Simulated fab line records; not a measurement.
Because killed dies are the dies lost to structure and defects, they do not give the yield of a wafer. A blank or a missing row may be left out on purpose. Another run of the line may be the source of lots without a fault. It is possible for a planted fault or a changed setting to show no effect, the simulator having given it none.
Split-lot experiment | flow n5Finfet | on a route of 1938 steps: 7 lots, 21 wafers read

ABOUT THE SPLIT
At N5_BEOL_M11_EXPOSE_25 (exposes mask V10), the setting doseMj was moved away from the recipe's 85.5 on 7 of the 21 wafers read, by -7.4% to +5.2%. For the rest of the wafers, this setting stayed at what the recipe calls for.

FROM THE SPLIT TO THE READING: what the file shows between them, 2 steps
- N5_BEOL_M11_PEB_26: peb time 60 s
- N5_BEOL_M11_DEVELOP_27: develop time 30 s

THE READING
Shown in nm: cdNm at N5_BEOL_M11_CD_MEAS_28, with target cd 70 nm. On this fab line, fault-free wafers typically give 69.9 nm with a standard deviation of 0.8 nm.

wafer  | tool, chamber at the split | doseMj as run | against the recipe | cdNm, nm | against lot-mates on the recipe
L077.2 | arfiScanner-02, 0          | 85.5          | recipe             | 71.4     | -
L077.4 | arfiScanner-02, 0          | 85.5          | recipe             | 70.3     | -
L077.6 | arfiScanner-02, 0          | 85.5          | recipe             | 71.3     | -
L078.3 | arfiScanner-03, 0          | 79.25         | -7.3%              | 63.2     | -7.0
L078.5 | arfiScanner-03, 0          | 85.5          | recipe             | 70.4     | -
L078.6 | arfiScanner-03, 0          | 85.5          | recipe             | 69.9     | -
L083.3 | arfiScanner-01, 0          | 85.5          | recipe             | 69.3     | -
L083.4 | arfiScanner-01, 0          | 85.5          | recipe             | 70.2     | -
L083.5 | arfiScanner-01, 0          | 79.18         | -7.4%              | 63.1     | -6.6
L085.2 | arfiScanner-03, 0          | 83.2          | -2.7%              | 67.8     | -1.1
L085.3 | arfiScanner-03, 0          | 85.5          | recipe             | 68.6     | -
L085.5 | arfiScanner-03, 0          | 85.5          | recipe             | 69.3     | -
L086.3 | arfiScanner-01, 0          | 89.97         | +5.2%              | 73.5     | no lot-mate on the recipe
L086.4 | arfiScanner-01, 0          | 89.97         | +5.2%              | 73.2     | no lot-mate on the recipe
L086.6 | arfiScanner-01, 0          | 89.97         | +5.2%              | 72.9     | no lot-mate on the recipe
L089.3 | arfiScanner-03, 0          | 85.5          | recipe             | 69.7     | -
L089.5 | arfiScanner-03, 0          | 85.5          | recipe             | 69.4     | -
L089.6 | arfiScanner-03, 0          | 85.5          | recipe             | 69.1     | -
L097.1 | arfiScanner-03, 0          | 85.5          | recipe             | 71.2     | -
L097.4 | arfiScanner-03, 0          | 82.98         | -2.9%              | 67.2     | -3.5
L097.5 | arfiScanner-03, 0          | 85.5          | recipe             | 70.2     | -

FIT RESULTS
A straight line over all 21 wafers: cdNm changes by +0.796 nm for each +1% of doseMj; r = +0.95; the points scatter about the line by 0.84 nm.
The same after taking each lot's own level away (the mean of its wafers on the recipe; 18 wafers): +0.918 nm for each +1%; r = +0.97; scatter 0.54 nm.
That fit puts the effect of the largest move of doseMj on the reading at 6.8 nm.
Measured against the standard deviation above, the lots' own levels, which go from 68.95 to 71.00 nm, span 2.6 times it.
In other words, the slope is changed by the lot-to-lot level; the two fits disagree.
Check: -6.85 nm against its lot-mates is what the line predicts for one of the wafers moved furthest among these (-7.4%) when that wafer is left out of the fit. Against them it came out at -6.65 nm.

THESE WAFERS: OTHER SPLITS
Note: prior to the reading, these wafers also went through further splits. Each is held against what the fit with the lots' levels taken away leaves over:
other split on the same wafers   | wafers away from the commonest value | r with cdNm (lot level and that fit taken away)
N5_BEOL_M10_TRENCH_ETCH_37 biasW | 4                                    | -0.27

THE FILE'S OWN FIT
cdNm changes by +0.91 nm for each +1% of doseMj, r = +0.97.
